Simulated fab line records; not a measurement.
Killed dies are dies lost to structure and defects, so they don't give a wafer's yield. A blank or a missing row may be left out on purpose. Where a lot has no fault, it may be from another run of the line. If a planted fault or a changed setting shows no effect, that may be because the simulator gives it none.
Chamber matching	flow n5Finfet	4 sister chambers for N5_BEOL_M1_VIA_ETCH_34 on rieDiel-05
The step etches the open film in C4F6/O2, target depth 67.8 nm, time 64.4 s. 16 wafers are shown with their chamber, then 8 later ones without.

## WAFERS WITH THEIR CHAMBER
wafer	chamber	throttleValvePct (%)	drypumpMotorCurrentA (A)	rfVppV (V)
L075.2	0	30.13	5.9	673
L075.3	3	30.87	5.2	659
L075.5	0	30.13	5.9	672
L078.3	3	30.89	5.2	658
L078.4	1	31.08	5.7	672
L078.6	1	31.09	5.7	670
L079.1	2	30.59	6.7	649
L079.3	0	30.14	6.0	672
L079.4	3	30.88	5.2	658
L080.3	1	31.08	5.7	672
L080.4	0	30.12	6.0	673
L080.5	2	30.60	6.7	649
L083.1	2	30.60	6.7	649
L083.4	1	31.08	5.8	670
L083.5	3	30.90	5.2	657
L088.1	0	30.16	5.9	672

SIGNATURES, as means of the wafers listed above
reading	chamber 0	chamber 1	chamber 2	chamber 3	scatter within a chamber
throttleValvePct	30.1360	31.0825	30.5967	30.8850	0.0114
drypumpMotorCurrentA	5.940	5.725	6.700	5.200	0.0403
rfVppV	672.40	671.00	649.00	658.00	0.775
Rule: for each reading, subtract the chamber's mean from the wafer's reading, divide by that reading's scatter and square the result; add these up over the readings and take the root, which gives the wafer's distance from the chamber. If the next closest chamber is less than 2 further off than the closest, the wafer can't be placed; otherwise it belongs to the closest. The scatter: take each reading less its chamber's mean, square it, sum over the shown wafers, divide by the number of wafers less the number of chambers, and take the root.

## WAFERS WHOSE CHAMBER IS MISSING
wafer	throttleValvePct (%)	drypumpMotorCurrentA (A)	rfVppV (V)
L088.3	31.10	5.7	671
L088.5	30.15	5.9	673
L093.1	31.09	5.7	668
L093.2	30.16	5.9	672
L093.4	31.10	5.7	670
L094.2	30.15	5.9	673
L094.3	31.10	5.7	671
L094.4	30.92	5.2	656

## WHICH CHAMBER EACH ONE RAN IN
wafer	from the rows above	in truth
L088.3	1	1
L088.5	0	0
L093.1	1	1
L093.2	0	0
L093.4	1	1
L094.2	0	0
L094.3	1	1
L094.4	3	3
8 of 8 placed correctly. Can't be placed from these rows: 0. Number placed wrongly: 0.
